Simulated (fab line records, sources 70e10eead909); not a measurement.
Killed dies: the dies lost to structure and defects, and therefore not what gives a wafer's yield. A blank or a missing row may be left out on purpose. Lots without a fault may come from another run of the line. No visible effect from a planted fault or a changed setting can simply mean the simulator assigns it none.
Chamber matching / flow nandHarc / 4 sister chambers for NHARC_A_BONDPAD_CMP_29 on cmp-01
The step polishes SiCN, target thk 200 nm. 4 wafers are shown with their chamber, then 8 later ones without.

## EACH WAFER AND ITS CHAMBER
wafer=L852.1; chamber=3; motorCurrentA (A)=11.0
wafer=L853.2; chamber=2; motorCurrentA (A)=12.5
wafer=L853.4; chamber=1; motorCurrentA (A)=12.8
wafer=L861.1; chamber=0; motorCurrentA (A)=12.7

## WAFERS WHOSE CHAMBER IS MISSING
wafer=L861.4; motorCurrentA (A)=11.1
wafer=L861.6; motorCurrentA (A)=11.0
wafer=L864.2; motorCurrentA (A)=11.1
wafer=L864.3; motorCurrentA (A)=13.2
wafer=L864.6; motorCurrentA (A)=11.5
wafer=L867.1; motorCurrentA (A)=12.8
wafer=L867.3; motorCurrentA (A)=11.0
wafer=L867.6; motorCurrentA (A)=12.7

## CHAMBER TAKEN BY EACH
wafer=L861.4; from the rows above=3; in truth=3
wafer=L861.6; from the rows above=3; in truth=3
wafer=L864.2; from the rows above=3; in truth=3
wafer=L864.3; from the rows above=can't be placed: 1 or 0 or 2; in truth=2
wafer=L864.6; from the rows above=3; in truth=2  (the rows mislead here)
wafer=L867.1; from the rows above=can't be placed: 1 or 0 or 2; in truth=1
wafer=L867.3; from the rows above=3; in truth=3
wafer=L867.6; from the rows above=can't be placed: 0 or 1 or 2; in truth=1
4 of 8 placed correctly. Not placeable from these rows: 3 (in 3, the candidates include the true chamber). Wrongly placed: 1.
How it was worked out, from the rows above alone: a wafer's distance from a chamber is the root of the sum, over the readings, of the square of ((its reading less the chamber's mean) divided by the reading's scatter). The wafer belongs to the nearest chamber; if the next one is less than 2 further off, it can't be placed. The mean given for a chamber averages the wafers shown for that chamber. The scatter (one wafer shown for each chamber): square how far every hidden wafer sits from the nearest shown wafer, average those squares and take the square root.
